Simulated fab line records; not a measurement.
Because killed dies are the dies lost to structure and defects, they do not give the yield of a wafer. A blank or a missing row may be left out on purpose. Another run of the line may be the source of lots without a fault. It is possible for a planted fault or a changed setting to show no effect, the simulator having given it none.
fab line records	flow n5-finfet
[record] lots = 8	wafers = 22	last-day = 19
route steps=1938 shown BEOL_M4@1111 BEOL_M10@1488 PASSIVATION@1936
lots with no fault: from the same line, run without faults
start-h: the number of hours between the record's first day and the start of the first shown wafer of the lot	wait-h: time in hours since the lot's previous step	" same as the row above	L1.1+2: several wafers, shown together as one row	- either no value or no given start	* or withheld: withheld	< > ~ a bound
route shown NAME@n: NAME is a module with steps in the file, n the number in the route of the first one	usual: average and standard deviation across the fault-free wafers	same: alike in all rows	chamber/n: place in a boat	sites: per-site readings	_std_site: the standard deviation of these	_edge_site: the outer-site mean with the inner-site mean subtracted	radius-mm: for every site, how far away it sits from the centre of the wafer	mask NAME#n: copy n	behind: tool/chamber where the wafer was last shaped	hold: why the lot was held/for how many hours/how that ended	device: which transistor (n, p or np) failed to switch	end of line: at the end of the route, the tests of the same wafers	step lacking rows: just its recipe	killed: dies that structure and defects cost at the first sort, which is not the same as the wafer's yield	map: the dies of a wafer, with x for killed, . for not killed, _ for no die there
set.NAME: setting as actually run; set.NAME@STEP: the setting as run at that earlier step	model.NAME: the simulator's own value behind a step, which no gauge read
the route's steps for a sample of lots (tables are steps, rows are wafers)
services: the hour from which a tool's chamber was out of use, counted from the record's first day as start-h (under 0 if before that day), plus the number of hours and why
[[steps]]
[step N5_BEOL_M4_RC_MEAS_101]
[usual] DIBL_N = 37.2/2.1	DIBL_P = 37.3/2.3	IOFF_N = 0.18/0.041	IOFF_P = 0.24/0.042	ION_N = 680/13	ION_P = 466/7.7	SS_N = 71.8/0.68	SS_P = 73.5/0.66	VT_N = 249/3.6	VT_P = -248/3.4
lot.wafer	tool	chamber	start-h	wait-h	DIBL_N[mV/V]	DIBL_P[mV/V]	IOFF_N[nA/um]	IOFF_P[nA/um]	ION_N[uA/um]	ION_P[uA/um]	SS_N[mV/dec]	SS_P[mV/dec]	VT_N[mV]	VT_P[mV]
L197.1	prober-01	0	193.23	0.0	39.2	39.5	0.23	0.27	705	473	71.8	74.0	243	-247
L197.5	"	0	"	"	38.1	37.7	0.19	0.23	689	468	72.9	73.8	248	-252
L197.6	"	0	"	"	39.9	41.7	0.27	0.32	712	482	72.1	74.1	242	-243
L203.3	prober-02	0	228.33	0.3	35.3	36.0	0.16	0.26	686	475	72.0	73.8	249	-244
L203.5	"	0	"	"	33.3	34.3	0.13	0.22	670	473	70.9	73.4	250	-246
L203.6	"	0	"	"	36.0	36.6	0.18	0.28	686	477	71.9	73.5	249	-240
L204.2	prober-02	0	232.49	0.2	34.7	33.7	0.13	0.19	662	458	70.9	71.9	251	-248
L204.4	"	0	"	"	39.6	40.1	0.23	0.33	684	472	72.3	74.6	243	-243
L204.6	"	0	"	"	35.5	35.8	0.15	0.24	671	467	71.3	73.0	251	-245
L211.2	prober-01	0	305.43	0.2	39.4	40.3	0.22	0.30	684	479	73.5	74.3	247	-246
L211.4	"	0	"	"	39.5	40.7	0.21	0.31	675	470	72.4	74.2	250	-244
L211.6	"	0	"	"	35.9	37.1	0.16	0.23	677	469	70.9	73.5	249	-247
L213.1	prober-01	0	308.36	0.4	37.3	36.5	0.15	0.20	673	461	71.4	73.8	254	-255
L213.5	"	0	"	"	39.4	38.5	0.18	0.23	673	456	72.3	74.2	254	-252
L213.6	"	0	"	"	35.9	35.1	0.13	0.18	668	458	70.6	73.4	256	-254
L216.1	prober-01	0	332.36	0.0	33.0	34.6	0.12	0.19	675	472	70.5	72.3	250	-252
L216.3	"	0	"	"	34.9	36.7	0.14	0.23	666	466	71.6	72.7	252	-248
L215.2	prober-02	0	333.30	0.2	35.5	36.1	0.15	0.19	678	459	71.7	73.9	251	-252
L215.3	"	0	"	"	36.6	37.3	0.17	0.22	667	457	71.9	74.1	248	-249
L215.4	"	0	"	"	38.1	39.4	0.23	0.26	704	473	72.0	74.4	242	-248
L217.2	prober-02	0	336.04	0.2	37.5	36.9	0.18	0.25	675	466	72.0	73.6	251	-249
L217.3	"	0	"	"	38.1	37.8	0.20	0.27	677	463	72.2	74.2	248	-245
[step N5_BEOL_M10_ETCH_62]
[recipe] chemistry = N2/H2	target = SOC	target-depth-a = 1100	overetch-a = 220	mask-material = SiARC	temp-c = 40	time-s = 165	ion-energy-ev = 200	pressure-mtorr = 30	source-w = 840	bias-w = 150	n2-flow-sccm = 200	h2-flow-sccm = 200
[usual] bias-w = 150.1/0.46	chamber-pressure-mTorr = 30.003/0.028	drypump-motor-current-A = 5.6/0.49	oes-product-au = 0.69/0.07	rf-vpp-V = 524.4/2.9	showerhead-plenum-p-Torr = 2.55/0.099	throttle-valve-pct = 17.70/0.28
[same] time-s = 165
lot.wafer	tool	chamber	start-h	wait-h	bias-w	chamber-pressure-mTorr	drypump-motor-current-A	oes-product-au	rf-hours-counter-h	rf-vpp-V	showerhead-plenum-p-Torr	throttle-valve-pct
L197.1	rie-diel-05	0	253.51	0.0	150.4	29.990	6.4	0.62	196	520.3	2.42	17.81
L197.5	"	2	"	"	150.1	30.002	5.2	0.75	-	528.2	2.68	17.21
L197.6	"	1	"	"	150.2	29.995	5.1	0.76	-	525.0	2.59	17.72
L203.3	rie-diel-06	2	279.52	0.0	150.1	30.017	5.0	0.80	17	523.3	2.49	17.23
L203.5	"	2	"	"	149.8	29.983	5.0	0.80	-	523.5	2.49	17.22
L203.6	"	1	"	"	149.6	29.986	5.8	0.63	-	519.4	2.43	17.92
L204.2	rie-diel-05	3	286.94	0.0	149.8	29.938	5.5	0.78	8	525.5	2.58	17.57
L204.4	"	0	"	"	150.7	29.980	6.5	0.61	208	519.6	2.42	17.81
L204.6	"	0	"	"	150.3	30.002	6.5	0.61	-	521.0	2.42	17.82
L213.1	rie-diel-04	3	357.40	0.0	150.4	30.028	5.8	0.61	221	519.6	2.40	17.96
L213.5	"	2	"	"	150.5	30.021	5.8	0.64	-	523.6	2.56	18.15
L213.6	"	1	"	"	150.4	30.004	5.9	0.60	-	525.0	2.60	17.73
L211.2	rie-diel-06	0	357.93	0.0	150.7	29.951	5.8	0.70	91	527.2	2.69	18.02
L211.4	"	3	"	"	150.1	29.996	6.0	0.62	185	525.5	2.64	17.97
L211.6	"	2	"	"	150.4	29.999	5.0	0.75	-	522.2	2.48	17.28
L215.2	rie-diel-05	1	384.43	0.0	150.1	29.988	5.2	0.71	70	524.7	2.57	17.78
L215.3	"	2	"	"	149.9	30.032	5.2	0.70	77	529.1	2.66	17.32
L215.4	"	0	"	"	150.3	30.035	6.4	0.59	242	520.0	2.41	17.91
L216.1	rie-diel-06	2	384.61	0.0	149.7	30.041	5.0	0.75	52	521.6	2.48	17.29
L216.3	"	1	"	"	149.7	30.004	5.9	0.61	210	520.7	2.42	17.98
L217.2	rie-diel-06	1	388.04	0.0	150.2	30.023	5.8	0.60	210	519.7	2.42	17.98
L217.3	"	0	"	"	149.4	29.957	5.9	0.69	98	526.5	2.68	18.02
[step N5_BEOL_M10_CD_MEAS_18]
[recipe] pitch-nm = 140	target-cd-nm = 70
[usual] cd-nm = 69.9/0.73
lot.wafer	tool	chamber	start-h	wait-h	cd-nm
L197.1	cd-sem-01	-	253.88	0.0	69.5
L197.5	"	-	"	"	69.7
L197.6	"	-	"	"	68.9
L203.3	cd-sem-02	-	279.98	0.1	70.1
L203.5	"	-	"	"	70.3
L203.6	"	-	"	"	69.7
L204.2	cd-sem-02	-	287.31	0.1	69.6
L204.4	"	-	"	"	69.2
L204.6	"	-	"	"	68.3
L213.1	cd-sem-02	-	357.88	0.0	69.2
L213.5	"	-	"	"	69.2
L213.6	"	-	"	"	68.5
L211.2	cd-sem-02	-	358.30	0.1	70.5
L211.4	"	-	"	"	70.4
L211.6	"	-	"	"	70.4
L215.2	cd-sem-03	-	384.80	0.1	69.8
L215.3	"	-	"	"	69.3
L215.4	"	-	"	"	70.5
L216.1	cd-sem-01	-	385.13	0.0	71.6
L216.3	"	-	"	"	69.8
L217.2	cd-sem-03	-	388.58	0.1	69.8
L217.3	"	-	"	"	70.7
[step N5_BEOL_M10_ETCH_66]
[recipe] chemistry = N2/H2	target = SOC	target-depth-a = 1200	overetch-a = 240	mask-material = SiARC	temp-c = 40	time-s = 180	ion-energy-ev = 200	pressure-mtorr = 30	source-w = 840	bias-w = 150	n2-flow-sccm = 200	h2-flow-sccm = 200
[usual] bias-w = 150.0/0.4	chamber-pressure-mTorr = 29.995/0.024	drypump-motor-current-A = 5.6/0.48	oes-product-au = 0.65/0.065	rf-vpp-V = 524.3/3	showerhead-plenum-p-Torr = 2.56/0.1	throttle-valve-pct = 17.75/0.28	time-s = 180/0
lot.wafer	tool	chamber	start-h	wait-h	bias-w	chamber-pressure-mTorr	drypump-motor-current-A	oes-product-au	rf-hours-counter-h	rf-vpp-V	showerhead-plenum-p-Torr	throttle-valve-pct	time-s
L197.1	rie-diel-04	0	254.52	0.0	150.8	30.035	4.8	0.64	105	525.3	2.55	17.65	180
L197.5	"	3	"	"	150.2	30.018	5.7	0.61	-	521.4	2.41	17.91	180
L197.6	"	0	"	"	149.8	30.030	4.8	0.65	-	525.0	2.55	17.65	180
L203.3	rie-diel-06	0	280.63	0.0	149.6	29.976	5.9	0.68	66	526.2	2.70	17.98	180
L203.5	"	1	"	"	150.2	29.975	5.8	0.60	-	520.8	2.43	17.92	180
L203.6	"	2	"	"	150.0	30.024	5.0	0.77	-	522.1	2.49	17.22	180
L204.2	rie-diel-06	0	288.25	0.0	150.1	29.994	5.8	0.67	68	527.6	2.70	17.98	180
L204.4	"	2	"	"	150.7	29.997	5.0	0.76	19	522.9	2.49	17.22	180
L204.6	"	3	"	"	149.3	29.990	6.0	0.60	-	526.4	2.65	17.93	180
L211.2	rie-diel-06	0	359.55	0.0	-	-	-	-	-	-	-	-	-
L211.4	"	3	"	"	-	-	-	-	-	-	-	-	-
L211.6	"	0	"	"	-	-	-	-	-	-	-	-	-
L213.1	rie-diel-06	3	360.01	0.0	-	-	-	-	-	-	-	-	-
L213.5	"	3	"	"	-	-	-	-	-	-	-	-	-
L213.6	"	0	"	"	-	-	-	-	-	-	-	-	-
L215.2	rie-diel-05	0	386.88	0.0	150.0	30.027	6.4	0.56	243	518.0	2.41	17.89	180
L215.3	"	1	"	"	149.6	30.020	5.1	0.67	71	523.5	2.57	17.79	180
L215.4	"	1	"	"	150.0	30.013	5.2	0.68	-	526.0	2.57	17.78	180
L216.1	rie-diel-06	0	387.14	0.0	148.9	29.983	5.8	0.65	98	527.1	2.68	18.04	180
L216.3	"	2	"	"	150.3	29.996	5.0	0.71	53	522.1	2.48	17.29	180
L217.2	rie-diel-05	2	389.19	0.0	149.6	29.995	5.2	0.68	79	527.7	2.66	17.29	180
L217.3	"	1	"	"	149.7	29.984	5.2	0.67	72	525.3	2.57	17.76	180
[step N5_BEOL_M10_VIA_ETCH_34]
[recipe] chemistry = C4F6/O2	target = SiCOH_lowk	target-depth-a = 1845	mask-material = SOC	taper-deg = 4	time-s = 69.2	ion-energy-ev = 250	pressure-mtorr = 30	source-w = 345	bias-w = 185	Ar_flow_sccm = 300	C4F6_flow_sccm = 10	O2_flow_sccm = 10
[usual] C4F6_flow_sccm = 9.998/0.029	O2_flow_sccm = 10.002/0.03	drypump-motor-current-A = 5.6/0.48	oes-product-au = 0.81/0.088	rf-vpp-V = 669/17	showerhead-plenum-p-Torr = 2.86/0.11	throttle-valve-pct = 20.9/0.31
[same] time-s = 69.2
lot.wafer	tool	chamber	start-h	wait-h	C4F6_flow_sccm	O2_flow_sccm	drypump-motor-current-A	oes-product-au	rf-hours-counter-h	rf-vpp-V	showerhead-plenum-p-Torr	throttle-valve-pct
L197.1	rie-diel-04	0	254.65	0.0	9.964	9.987	4.7	0.79	105	697	2.87	20.7
L197.5	"	3	"	"	9.948	9.970	5.8	0.74	-	664	2.72	21.1
L197.6	"	0	"	"	9.995	9.986	4.8	0.79	-	696	2.87	20.8
L203.3	rie-diel-06	0	280.75	0.0	9.983	10.053	5.8	0.85	66	643	3.01	21.0
L203.5	"	1	"	"	9.999	9.998	5.8	0.73	-	689	2.73	21.0
L203.6	"	2	"	"	10.020	10.018	4.9	0.95	-	678	2.78	20.2
L204.2	rie-diel-06	0	288.37	0.0	9.991	9.990	5.8	0.86	68	643	3.01	21.0
L204.4	"	2	"	"	10.026	10.009	4.9	0.95	19	678	2.78	20.2
L204.6	"	3	"	"	10.076	9.960	6.0	0.75	-	657	2.95	21.0
L211.2	rie-diel-06	0	359.67	0.0	10.006	10.009	5.8	0.31	91	643	3.00	20.9
L211.4	"	3	"	"	10.045	10.000	6.0	0.27	185	659	2.94	20.9
L211.6	"	0	"	"	9.975	10.027	5.8	0.30	-	644	3.00	20.9
L213.1	rie-diel-06	3	360.13	0.0	9.953	9.969	6.0	0.27	185	657	2.94	20.9
L213.5	"	3	"	"	9.943	10.013	6.0	0.28	-	656	2.94	20.9
L213.6	"	0	"	"	10.033	9.994	5.8	0.31	-	642	3.00	20.9
L215.2	rie-diel-05	0	387.01	0.0	9.996	10.013	6.4	0.68	243	657	2.70	21.0
L215.3	"	1	"	"	10.025	10.048	5.1	0.84	71	690	2.91	21.2
L215.4	"	1	"	"	10.018	10.000	5.1	0.84	-	690	2.91	21.2
L216.1	rie-diel-06	0	387.27	0.0	9.936	10.046	5.8	0.82	98	641	2.99	21.0
L216.3	"	2	"	"	10.016	10.004	5.0	0.88	53	677	2.76	20.3
L217.2	rie-diel-05	2	389.31	0.0	9.987	9.973	5.2	0.84	79	661	2.97	20.5
L217.3	"	1	"	"	10.023	9.988	5.1	0.84	72	689	2.91	21.2
[step N5_BEOL_M10_STRIP_36]
[recipe] chemistry = N2/H2	power-w = 450	temp-c = 40	pressure-mtorr = 20	rf-frequency-hz = 6e+07	overash-fraction = 0.3	bias-power-w = 7	h2-frac = 0.5	n2-flow-sccm = 200	h2-flow-sccm = 200
[usual] drypump-motor-current-A = 5.6/0.48	oes-product-au = 0.81/0.086	rf-vpp-V = 59.1/1.9	showerhead-plenum-p-Torr = 2.55/0.1	throttle-valve-pct = 23.5/0.31
lot.wafer	tool	chamber	start-h	wait-h	drypump-motor-current-A	oes-product-au	rf-hours-counter-h	rf-vpp-V	showerhead-plenum-p-Torr	throttle-valve-pct
L197.1	rie-diel-04	0	254.71	0.0	4.8	0.80	105	57.7	2.54	23.6
L197.5	"	3	"	"	5.8	0.74	-	56.4	2.41	23.6
L197.6	"	0	"	"	4.8	0.81	-	60.4	2.54	23.6
L203.3	rie-diel-06	0	280.81	0.0	5.8	0.87	66	56.4	2.69	23.9
L203.5	"	1	"	"	5.8	0.74	-	58.1	2.43	23.6
L203.6	"	2	"	"	4.9	0.97	-	60.2	2.49	23.1
L204.2	rie-diel-06	0	288.43	0.0	5.8	0.87	68	60.9	2.69	23.9
L204.4	"	2	"	"	5.0	0.93	19	57.7	2.49	23.1
L204.6	"	3	"	"	6.0	0.75	-	60.3	2.65	23.7
L211.2	rie-diel-06	0	359.73	0.0	5.8	0.83	91	57.9	2.68	23.9
L211.4	"	3	"	"	6.0	0.73	185	58.6	2.64	23.7
L211.6	"	0	"	"	5.8	0.84	-	60.1	2.68	23.9
L213.1	rie-diel-06	3	360.20	0.0	6.0	0.73	185	64.1	2.64	23.7
L213.5	"	3	"	"	6.0	0.72	-	57.6	2.64	23.6
L213.6	"	0	"	"	5.8	0.82	-	64.3	2.68	23.9
L215.2	rie-diel-05	0	387.07	0.0	6.4	0.70	243	59.5	2.40	23.5
L215.3	"	1	"	"	5.2	0.85	71	57.3	2.56	23.6
L215.4	"	1	"	"	5.2	0.85	-	58.7	2.56	23.6
L216.1	rie-diel-06	0	387.33	0.0	5.8	0.81	98	56.9	2.68	23.9
L216.3	"	2	"	"	4.9	0.89	53	63.2	2.47	23.2
L217.2	rie-diel-05	2	389.37	0.0	5.2	0.85	79	57.2	2.66	22.9
L217.3	"	1	"	"	5.2	0.83	72	57.3	2.56	23.6
[step N5_PASSIVATION_PROBE_49]
[usual] defect-limited-yield = 91.0/1.6	killed_at_M0_to_M3 = 35/11	killed_at_M4_up = 14/5.3	killed-at-contacts = 13/6.7	killed-at-front-end = 41/12	killed-at-other = 3.9/2.7	killed-dies = 106/19	killed-on-rim = 14/4	killed-open = 70/14	killed-short = 35/8.8	sort_bin_4_leakage = 0.01/0.058	sort_bin_5_function = 5.3/1	sort_bin_6_memory = 3.3/0.81	sort-n-pass = 1073/19	sort-yield-pct = 91.0/1.6
[same] gross-dies = 1180	killed-at-back-side = 0	sort_bin_8_speed[%] = 0
lot.wafer	tool	chamber	start-h	wait-h	defect-limited-yield[%]	killed_at_M0_to_M3	killed_at_M4_up	killed-at-contacts	killed-at-front-end	killed-at-other	killed-dies	killed-on-rim	killed-open	killed-short	sort_bin_4_leakage[%]	sort_bin_5_function[%]	sort_bin_6_memory[%]	sort-n-pass	sort-yield-pct[%]
L211.2	prober-02	-	409.00	0.1	0	59	1044	15	62	0	1180	152	96	49	0	94.3	5.3	0	0
L211.4	prober-02	-	409.10	0.2	0	37	1063	8	70	2	1180	152	75	52	0	94.9	3.7	0	0
L211.6	prober-02	-	409.20	0.3	0	39	1070	16	48	7	1180	152	79	41	0	95.8	3.7	0	0
L213.1	prober-01	-	422.78	0.0	0	53	1078	3	43	3	1180	152	77	28	0	96.2	3.1	0	0
L213.5	prober-01	-	422.98	0.2	0	40	1081	5	52	2	1180	152	77	33	0	96.0	3.6	0	0
L213.6	prober-01	-	423.03	0.3	0	55	1089	4	27	5	1180	152	73	29	0	96.7	3.0	0	0
// killed by level:class
L211.2 BEOL_M10:area-etch=1034 STI_FIN_REVEAL:geometric-particle:open=22 BEOL_M0_SAQP:geometric-particle:short=16 BEOL_M0_SAQP:geometric-particle:open=13 FIN_SAQP:geometric-particle:open=11 BEOL_M1:geometric-particle:open=10 FIN_SAQP:geometric-particle:short=9 MOL_CONTACT_COAG:geometric-particle:open=9
L211.4 BEOL_M10:area-etch=1052 FIN_SAQP:geometric-particle:short=22 STI_FIN_REVEAL:geometric-particle:open=19 FIN_SAQP:geometric-particle:open=9 BEOL_M0_SAQP:geometric-particle:open=9 BEOL_M0_SAQP:geometric-particle:short=9 BEOL_M2:geometric-particle:open=6 MOL_CONTACT_COAG:geometric-particle:open=5
L211.6 BEOL_M10:area-etch=1060 FIN_SAQP:geometric-particle:open=14 MOL_CONTACT_COAG:geometric-particle:open=14 BEOL_M0_SAQP:geometric-particle:short=11 BEOL_M0_SAQP:geometric-particle:open=10 FIN_SAQP:geometric-particle:short=8 BEOL_M1:geometric-particle:open=7 STI_FIN_REVEAL:geometric-particle:open=6
L213.1 BEOL_M10:area-etch=1074 STI_FIN_REVEAL:geometric-particle:open=16 BEOL_M3:geometric-particle:open=12 BEOL_M0_SAQP:geometric-particle:open=11 BEOL_M1:geometric-particle:open=8 BEOL_M2:geometric-particle:open=8 FIN_SAQP:geometric-particle:open=6 BEOL_M0_SAQP:geometric-particle:short=6
L213.5 BEOL_M10:area-etch=1070 STI_FIN_REVEAL:geometric-particle:open=16 BEOL_M0_SAQP:geometric-particle:open=11 BEOL_M0_SAQP:geometric-particle:short=10 BEOL_M2:geometric-particle:open=9 GATE_CUT:geometric-particle:short=7 DUMMY_GATE:geometric-particle:short=5 DUMMY_GATE:geometric-particle:open=5
L213.6 BEOL_M10:area-etch=1078 BEOL_M2:geometric-particle:open=18 STI_FIN_REVEAL:geometric-particle:open=10 BEOL_M1:geometric-particle:open=8 BEOL_M0_SAQP:geometric-particle:short=6 BEOL_M0_SAQP:geometric-particle:open=5 BEOL_M1:geometric-particle:short=5 DUMMY_GATE:geometric-particle:open=4
[[services]]
tool	chamber	start-h	hours	kind
rie-diel-05	3	240.19	-	clean
rie-diel-05	3	240.19	-	consumable-replace:focus-ring
rie-diel-05	3	240.19	20.8	scheduled-down
rie-diel-05	3	240.19	20.8	vent-cycle
rie-diel-04	-	246.59	4.3	pm
rie-diel-04	3	270.27	1.4	repair
rie-diel-05	1	276.52	6.8	repair
rie-diel-05	2	314.84	9.9	repair
rie-diel-04	-	349.59	0.2	repair
rie-diel-04	1	363.68	6.5	repair
rie-diel-05	3	386.33	11.0	repair
[[key]]
[first-sign] step = N5_BEOL_M10_ETCH_66	reading = tool-record	direction = missing
[effect] step = N5_BEOL_M10_VIA_ETCH_34	reading = oes-product-au	direction = down	sigmas = 5.9	usual = 0.81	struck = 0.29
[effect] step = N5_PASSIVATION_PROBE_49	reading = killed_at_M4_up	direction = up	sigmas = 99+	usual = 14	struck = 1071
[more-kills-born-at] N5_BEOL_M10_ETCH_66@rie-diel-06 = 6368
met-at N5_BEOL_M10_ETCH_66
struck-lots L211,L213
later-rows-left-out L211.2,L211.4,L211.6,L213.1,L213.5,L213.6
not-acting-at N5_BEOL_M10_ETCH_62,N5_BEOL_M10_CD_MEAS_18,N5_BEOL_M10_STRIP_36
onset-between 288.25 359.55
[fault] kind = skipped-step-whole	tool = rie-diel-06	chamber = -	onset-h = 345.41	steps = N5_BEOL_M10_ETCH_66	scope = struck-lots-only
// later-rows-left-out: the simulator's readings of these wafers behind a module that went badly wrong aren't trusted and aren't shown, but for the sort
